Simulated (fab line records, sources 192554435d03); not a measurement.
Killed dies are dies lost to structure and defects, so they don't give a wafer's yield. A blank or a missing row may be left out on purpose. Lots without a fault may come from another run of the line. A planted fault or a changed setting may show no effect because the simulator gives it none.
fab line records | flow n5_finfet
record lots=14 wafers=39 last_day=16
route steps=1938 shown WELL_APT@44 PMOS_HMC_CHANNEL_EPI@78 FIN_SAQP@97 BEOL_M4@1111
lots that met no fault: from a run of the same line without faults
start_h: hours from the record's first day to the start of the lot's first wafer shown | wait_h: hours since the lot's step before | " the same as in the row above | L1.1+2: a row that stands for several wafers | - no value, or no start given | * or withheld: withheld | < > ~ a bound
route shown NAME@n: a module of which the file shows steps, and the number in the route of the first | usual: mean/standard deviation of fault-free wafers | same: alike in all rows | chamber/n: place in a boat | sites: the reading at each site | _std_site: their standard deviation | _edge_site: outer sites' mean less inner sites' | radius_mm: how far each site lies from the wafer's centre | mask NAME#n: copy n | behind: the tool/chamber that last shaped the wafer | hold: why the lot was held/for how many hours/how that ended | device: the transistor (n, p or np) that didn't switch | end of line: the same wafers' tests at the end of the route | a step without rows: its recipe alone | killed: dies lost to structure and defects at the first sort, not the wafer's yield | map: a wafer's dies, x killed, . not, _ none there
set.NAME: the setting as run; set.NAME@STEP: as run at that earlier step | model.NAME: the simulator's own value behind a step, which no gauge read
steps of the route over a sample of lots; a table a step, a row a wafer
services: from which hour (start_h, from the record's first day; less than 0 if before it) a tool's chamber was out of use, for how many hours, and why
## steps
# step N5_WELL_APT_OVL_MEAS_26
# recipe points_per_wafer=44
# usual PWELL_OVL=1/6.8
# columns lot.wafer tool chamber start_h wait_h PWELL_OVL[nm]
L845.1 overlay-01 0 21.04 0.0 5
L845.4 " 0 " " 6
L845.6 " 0 " " 9
L846.2 overlay-02 0 27.25 0.0 -6
L846.3 " 0 " " -4
L846.5 " 0 " " -1
L847.2 overlay-02 0 32.83 0.0 -4
L847.4 " 0 " " 1
L847.5 " 0 " " 0
L848.2 overlay-02 0 38.78 0.0 -7
L848.5 " 0 " " 2
L848.6 " 0 " " -6
L849.2 overlay-01 0 45.56 0.0 6
L849.4 " 0 " " 8
L849.6 " 0 " " -2
L850.5 overlay-02 0 51.09 0.0 -3
L850.6 " 0 " " -7
L851.3 overlay-01 0 57.67 0.0 9
L851.5 " 0 " " 5
L851.6 " 0 " " 9
L852.2 overlay-02 0 63.38 0.0 -1
L852.3 " 0 " " 9
L853.1 overlay-01 0 68.78 0.0 2
L853.3 " 0 " " 10
L853.4 " 0 " " 3
L854.3 overlay-01 0 75.47 0.0 -6
L854.4 " 0 " " -7
L854.6 " 0 " " 1
L855.4 overlay-01 0 81.04 0.0 19
L855.6 " 0 " " 14
L856.1 overlay-02 0 87.09 0.0 1
L856.2 " 0 " " 1
L856.4 " 0 " " -1
L863.1 overlay-02 0 128.85 0.0 -8
L863.5 " 0 " " -5
L863.6 " 0 " " -2
L865.2 overlay-01 0 140.76 0.0 -1
L865.3 " 0 " " 5
L865.6 " 0 " " 9
# step N5_WELL_APT_INSPECT_27
# recipe mode=adi inspect_instrument=macro
# usual raw_defect_count=2.1/1.5
# columns lot.wafer tool chamber start_h wait_h raw_defect_count
L845.1 defect_inspect-02 - 21.06 0.0 0
L845.4 " - " " 3
L845.6 " - " " 5
L846.2 defect_inspect-02 - 27.28 0.0 4
L846.3 " - " " 2
L846.5 " - " " 3
L847.2 defect_inspect-02 - 32.86 0.0 4
L847.4 " - " " 2
L847.5 " - " " 0
L848.2 defect_inspect-02 - 38.80 0.0 3
L848.5 " - " " 1
L848.6 " - " " 4
L849.2 defect_inspect-02 - 45.58 0.0 7
L849.4 " - " " 3
L849.6 " - " " 3
L850.5 defect_inspect-02 - 51.11 0.0 2
L850.6 " - " " 3
L851.3 defect_inspect-01 - 57.70 0.0 3
L851.5 " - " " 2
L851.6 " - " " 4
L852.2 defect_inspect-01 - 63.40 0.0 1
L852.3 " - " " 1
L853.1 defect_inspect-01 - 68.80 0.0 4
L853.3 " - " " 3
L853.4 " - " " 1
L854.3 defect_inspect-02 - 75.49 0.0 2
L854.4 " - " " 0
L854.6 " - " " 1
L855.4 defect_inspect-01 - 81.07 0.0 1
L855.6 " - " " 2
L856.1 defect_inspect-01 - 87.12 0.0 2
L856.2 " - " " 1
L856.4 " - " " 3
L863.1 defect_inspect-01 - 128.88 0.0 0
L863.5 " - " " 3
L863.6 " - " " 2
L865.2 defect_inspect-02 - 140.79 0.0 1
L865.3 " - " " 2
L865.6 " - " " 2
# step N5_PMOS_HMC_CHANNEL_EPI_EPI_20
# recipe material=SiGe30 mask_material=SiO2 pressure_torr=20 target_thk_a=590 temp_c=600
# usual susceptor_temp_C=600.05/0.26 susceptor_temp_C_max=601.2/0.32
# columns lot.wafer tool chamber start_h wait_h susceptor_temp_C susceptor_temp_C_max
L845.1 epi_rpcvd-01 0 24.36 0.0 599.70 601.5
L845.4 " 0 25.42 1.1 599.81 601.6
L845.6 " 0 " " 599.75 600.9
L846.2 epi_rpcvd-04 0 30.94 0.2 600.25 601.3
L846.3 " 0 " " 600.38 601.5
L846.5 " 0 " " 600.03 600.9
L847.2 epi_rpcvd-02 0 36.37 0.2 600.03 601.2
L847.4 " 0 " " 600.18 601.8
L847.5 " 0 " " 600.58 601.4
L848.2 epi_rpcvd-04 0 42.92 0.2 600.26 601.1
L848.5 " 0 " " 600.21 601.3
L848.6 " 0 " " 600.15 601.2
L849.2 epi_rpcvd-01 0 49.18 0.3 600.50 601.5
L849.4 " 0 " " 600.31 601.5
L849.6 " 0 " " 600.10 601.0
L850.5 epi_rpcvd-02 0 55.21 0.8 600.04 601.5
L850.6 " 0 " " 599.84 600.9
L851.3 epi_rpcvd-04 0 61.85 0.4 600.05 601.0
L851.5 " 0 " " 599.80 600.6
L851.6 " 0 " " 600.21 601.1
L852.2 epi_rpcvd-01 0 67.30 0.3 600.04 601.6
L852.3 " 0 " " 599.83 601.0
L853.1 epi_rpcvd-04 0 71.97 0.0 600.44 601.3
L853.3 " 0 " " 600.20 601.0
L853.4 " 0 " " 600.39 601.4
L854.3 epi_rpcvd-02 0 79.57 0.4 599.76 600.9
L854.4 " 0 " " 599.82 601.5
L854.6 " 0 " " 600.06 601.5
L855.4 epi_rpcvd-04 0 84.71 0.6 599.85 600.8
L855.6 " 0 " " 600.61 601.4
L856.1 epi_rpcvd-04 0 89.90 0.0 600.10 600.9
L856.2 " 0 " " 600.35 601.4
L856.4 " 0 " " 600.02 601.1
L863.1 epi_rpcvd-04 0 131.75 0.0 599.78 600.6
L863.5 " 0 " " 600.23 601.2
L863.6 " 0 " " 599.88 600.8
L865.2 epi_rpcvd-04 0 143.74 0.2 600.14 601.1
L865.3 " 0 " " 599.95 600.8
L865.6 " 0 " " 600.19 601.0
# step N5_PMOS_HMC_CHANNEL_EPI_THK_MEAS_22
# recipe reads=SiGe30_of_PMOS_HMC_CHANNEL_EPI_EPI_20
# usual HMC_CMP_THK=53.8/0.84
# columns lot.wafer tool chamber start_h wait_h HMC_CMP_THK[nm]
L845.1 film_metro-02 - 27.00 - 51.7
L845.4 " - " " 53.4
L845.6 " - " " 54.0
L846.2 film_metro-01 - 32.37 - 53.2
L846.3 " - " " 54.4
L846.5 " - " " 52.9
L847.2 film_metro-02 - 37.80 - 54.5
L847.4 " - " " 54.3
L847.5 " - " " 54.4
L848.2 film_metro-01 - 44.44 - 52.6
L848.5 " - " " 54.1
L848.6 " - " " 52.1
L849.2 film_metro-02 - 51.04 - 52.6
L849.4 " - " " 53.7
L849.6 " - " " 52.8
L850.5 film_metro-01 - 56.05 - 54.2
L850.6 " - " " 52.4
L851.3 film_metro-01 - 63.08 - 53.9
L851.5 " - " " 54.6
L851.6 " - " " 53.9
L852.2 film_metro-02 - 69.16 - 54.1
L852.3 " - " " 53.7
L853.1 film_metro-02 - 73.60 - 53.9
L853.3 " - " " 53.5
L853.4 " - " " 53.8
L854.3 film_metro-01 - 80.88 - 53.5
L854.4 " - " " 54.4
L854.6 " - " " 53.1
L855.4 film_metro-02 - 85.77 - 55.0
L855.6 " - " " 54.4
L856.1 film_metro-02 - 91.53 - 51.5
L856.2 " - " " 53.0
L856.4 " - " " 54.1
L863.1 film_metro-01 - 133.38 - 40.2
L863.5 " - " " 39.6
L863.6 " - " " 40.6
L865.2 film_metro-02 - 145.19 - 40.2
L865.3 " - " " 40.1
L865.6 " - " " 38.9
# step N5_FIN_SAQP_THK_MEAS_05
# usual thk_nm=37.8/0.55
# columns lot.wafer tool chamber start_h wait_h thk_nm
L845.1 film_metro-01 - 28.20 0.1 37.6
L845.4 " - " " 38.3
L845.6 " - " " 37.5
L846.2 film_metro-01 - 33.76 0.1 37.4
L846.3 " - " " 37.5
L846.5 " - " " 38.6
L847.2 film_metro-02 - 39.42 0.1 36.9
L847.4 " - " " 38.0
L847.5 " - " " 37.9
L848.2 film_metro-01 - 45.90 0.1 37.7
L848.5 " - " " 37.2
L848.6 " - " " 37.9
L849.2 film_metro-02 - 53.24 0.1 37.2
L849.4 " - " " 38.0
L849.6 " - " " 38.1
L850.5 film_metro-02 - 57.78 0.0 38.6
L850.6 " - " " 37.2
L851.3 film_metro-01 - 64.60 0.1 37.6
L851.5 " - " " 38.1
L851.6 " - " " 38.2
L852.2 film_metro-02 - 70.52 0.1 36.9
L852.3 " - " " 37.7
L853.1 film_metro-01 - 74.71 0.1 37.1
L853.3 " - " " 37.4
L853.4 " - " " 37.7
L854.3 film_metro-02 - 82.14 0.1 38.6
L854.4 " - " " 39.4
L854.6 " - " " 39.5
L855.4 film_metro-01 - 87.94 0.0 37.2
L855.6 " - " " 38.2
L856.1 film_metro-02 - 93.25 0.1 38.4
L856.2 " - " " 37.8
L856.4 " - " " 38.8
L863.1 film_metro-01 - 134.49 0.1 37.1
L863.5 " - " " 38.3
L863.6 " - " " 37.5
L865.2 film_metro-01 - 146.43 0.1 37.9
L865.3 " - " " 37.1
L865.6 " - " " 38.5
# step N5_BEOL_M4_RC_MEAS_101
# usual CJ_P=5.79/0.18 DIBL_N=35.8/1.5 DIBL_P=35.9/1.8 IOFF_N=0.152/0.025 IOFF_P=0.21/0.031 IOFF_P_85C=3.6/0.46 IOFF_P_LIN=0.099/0.012 ION_N=672/11 ION_P=462/7.4 REXT_P=101.0/2.3 RS_NWELL=1037/6.6 SS_N=71.5/0.52 SS_P=73.2/0.54 VT_N=250/3 VT_P=-250/3.3
# columns lot.wafer tool chamber start_h wait_h CJ_P DIBL_N[mV/V] DIBL_P[mV/V] IOFF_N[nA/um] IOFF_P[nA/um] IOFF_P_85C[nA/um] IOFF_P_LIN[nA/um] ION_N[uA/um] ION_P[uA/um] REXT_P[ohm.um] RS_NWELL[ohm/sq] SS_N[mV/dec] SS_P[mV/dec] VT_N[mV] VT_P[mV]
L845.1 prober-01 0 166.18 0.0 6.22 35.7 36.5 0.146 0.19 3.2 0.088 670 454 99.8 1036 72.9 72.9 251 -253
L845.4 " 0 " " 5.94 38.0 38.4 0.192 0.21 3.6 0.097 672 457 98.6 1028 73.0 73.7 250 -249
L845.6 " 0 " " 5.87 37.1 37.1 0.176 0.20 3.4 0.094 682 455 99.5 1034 72.7 73.0 251 -249
L847.2 prober-01 0 178.69 0.2 5.66 34.4 31.2 0.096 0.13 2.5 0.069 655 449 100.6 1045 70.5 72.3 261 -260
L847.4 " 0 " " 5.81 37.0 34.5 0.137 0.18 3.2 0.084 672 458 100.9 1055 71.1 73.2 253 -254
L847.5 " 0 " " 5.81 36.8 34.3 0.137 0.18 3.1 0.085 669 458 99.8 1047 71.2 73.1 251 -255
L846.2 prober-02 0 178.93 0.2 5.91 37.5 36.4 0.161 0.23 4.0 0.111 675 467 103.3 1038 71.4 73.3 249 -247
L846.3 " 0 " " 5.73 38.5 38.3 0.195 0.27 4.7 0.127 690 474 102.8 1028 72.0 73.9 244 -245
L846.5 " 0 " " 5.91 35.5 34.8 0.131 0.20 3.7 0.102 665 465 103.8 1037 71.7 73.3 251 -248
L848.2 prober-01 0 199.76 0.2 5.95 33.9 34.8 0.122 0.16 2.9 0.082 670 457 104.7 1038 70.9 72.9 250 -254
L848.5 " 0 " " 5.61 34.9 35.9 0.143 0.17 3.0 0.084 674 452 104.0 1050 70.7 73.0 251 -252
L848.6 " 0 " " 6.05 34.1 35.4 0.125 0.16 2.9 0.082 665 459 104.6 1027 71.5 72.6 251 -256
L849.2 prober-02 0 202.37 0.2 5.96 36.1 34.1 0.143 0.20 3.4 0.101 678 465 97.0 1035 71.3 73.3 251 -249
L849.4 " 0 " " 5.58 36.7 34.2 0.153 0.20 3.5 0.101 659 449 97.9 1040 71.6 73.1 249 -247
L849.6 " 0 " " 5.98 36.1 35.3 0.155 0.22 3.7 0.106 664 461 98.8 1042 70.4 73.9 248 -247
L851.3 prober-02 0 209.16 0.3 5.76 37.0 36.6 0.143 0.19 3.3 0.088 670 459 103.5 1032 71.6 73.8 252 -255
L851.5 " 0 " " 5.68 37.5 37.7 0.146 0.19 3.4 0.089 665 453 103.5 1030 71.9 74.1 254 -255
L851.6 " 0 " " 5.59 35.0 33.7 0.112 0.14 2.6 0.072 661 450 105.7 1037 71.4 72.9 256 -259
L852.2 prober-02 0 215.76 0.2 5.89 34.6 34.5 0.115 0.15 2.9 0.080 652 449 105.9 1047 71.6 72.3 256 -255
L852.3 " 0 " " 5.91 36.3 36.1 0.146 0.18 3.3 0.089 669 463 105.1 1045 71.1 72.7 252 -253
L850.5 prober-02 0 219.01 0.6 5.48 36.8 38.6 0.155 0.19 3.4 0.091 678 459 100.4 1027 71.0 73.4 252 -252
L850.6 " 0 " " 6.07 37.5 38.5 0.170 0.20 3.5 0.094 676 463 99.1 1029 70.9 73.9 251 -254
L853.1 prober-01 0 230.98 0.0 5.83 35.9 35.9 0.158 0.21 3.6 0.102 673 464 101.1 1043 71.3 72.6 248 -245
L853.3 " 0 " " 5.99 36.2 36.9 0.169 0.23 3.8 0.105 684 469 100.0 1039 71.0 73.7 248 -248
L853.4 " 0 " " 5.69 35.8 36.0 0.161 0.21 3.6 0.100 685 466 101.3 1050 70.9 73.8 248 -251
L856.1 prober-01 0 236.76 0.0 6.25 37.1 37.8 0.177 0.23 4.1 0.110 667 458 97.4 1037 71.3 74.7 248 -248
L856.2 " 0 " " 6.02 34.2 34.8 0.128 0.18 3.4 0.092 677 467 95.6 1031 71.8 73.7 252 -250
L856.4 " 0 " " 5.83 35.5 36.5 0.145 0.20 3.7 0.097 672 459 96.1 1026 71.3 74.1 251 -253
L854.3 prober-01 0 239.52 0.3 5.89 37.8 35.5 0.148 0.21 3.7 0.099 669 458 101.3 1046 71.3 73.0 250 -247
L854.4 " 0 " " 5.61 37.7 35.1 0.151 0.21 3.7 0.099 666 459 102.8 1038 72.1 72.7 253 -249
L854.6 " 0 " " 5.92 37.9 34.9 0.149 0.20 3.5 0.094 662 451 102.8 1048 72.2 73.3 255 -250
L855.4 prober-02 0 240.38 0.5 5.50 36.5 35.2 0.167 0.21 3.7 0.100 681 466 101.2 1030 72.1 72.9 251 -246
L855.6 " 0 " " 5.73 35.9 34.6 0.151 0.20 3.5 0.095 670 462 101.0 1034 70.9 73.4 250 -248
L863.1 prober-02 0 285.84 0.0 5.39 36.3 101.9 0.179 20.48 166.1 0.372 677 355 121.3 1061 71.6 129.3 247 -250
L863.5 " 0 " " 4.94 36.0 124.8 0.177 41.53 300.7 0.584 689 365 120.2 1069 71.5 140.1 248 -249
L863.6 " 0 " " 5.31 35.3 95.6 0.159 16.00 134.2 0.313 683 355 118.0 1059 71.4 126.2 251 -250
L865.2 prober-02 0 300.52 0.2 4.72 33.7 101.0 0.135 17.58 149.4 0.350 662 353 120.8 1074 71.3 128.1 251 -249
L865.3 " 0 " " 5.07 33.9 110.4 0.133 23.86 193.5 0.406 664 351 118.2 1076 71.8 135.5 253 -251
L865.6 " 0 " " - 34.5 - 0.145 - - - 653 - - 1076 71.4 - 254 -
## services
# columns tool chamber start_h hours kind
epi_rpcvd-01 - 1.70 1.7 repair
epi_rpcvd-01 - 70.08 28.1 pm
epi_rpcvd-01 - 120.76 0.2 repair
epi_rpcvd-02 - 142.20 8.1 pm
## key
first_sign step=N5_PMOS_HMC_CHANNEL_EPI_THK_MEAS_22 reading=HMC_CMP_THK direction=down sigmas=17 usual=53.8 struck=39.9
effect step=N5_BEOL_M4_RC_MEAS_101 reading=IOFF_P direction=up sigmas=99+ usual=0.21 struck=23.89
effect step=N5_BEOL_M4_RC_MEAS_101 reading=IOFF_P_85C direction=up sigmas=99+ usual=3.6 struck=188.8
effect step=N5_BEOL_M4_RC_MEAS_101 reading=SS_P direction=up sigmas=99+ usual=73.2 struck=131.8
effect step=N5_BEOL_M4_RC_MEAS_101 reading=DIBL_P direction=up sigmas=39 usual=35.9 struck=106.8
effect step=N5_BEOL_M4_RC_MEAS_101 reading=IOFF_P_LIN direction=up sigmas=25 usual=0.099 struck=0.405
effect step=N5_BEOL_M4_RC_MEAS_101 reading=ION_P direction=down sigmas=14 usual=462 struck=356
effect step=N5_BEOL_M4_RC_MEAS_101 reading=REXT_P direction=up sigmas=8.3 usual=101.0 struck=119.7
effect step=N5_BEOL_M4_RC_MEAS_101 reading=RS_NWELL direction=up sigmas=4.8 usual=1037 struck=1069
effect step=N5_BEOL_M4_RC_MEAS_101 reading=CJ_P direction=down sigmas=3.9 usual=5.79 struck=5.09
met_at N5_PMOS_HMC_CHANNEL_EPI_EPI_20
struck_lots L863,L865
sort_left_out L863.1,L863.5,L863.6,L865.2,L865.3,L865.6
not_acting_at N5_WELL_APT_OVL_MEAS_26,N5_WELL_APT_INSPECT_27,N5_FIN_SAQP_THK_MEAS_05
onset_between 89.90 131.75
also_fits time
fault kind=process_parameter_drift tool=epi_rpcvd-04 chamber=- onset_h=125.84 steps=N5_PMOS_HMC_CHANNEL_EPI_EPI_20 channel=target_thk_a offset=* shape=step end_h=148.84 acts_in=* stated=*
# sort_left_out: the simulated sort isn't trusted on such a fault, so these wafers' sort isn't shown, and their yield isn't known
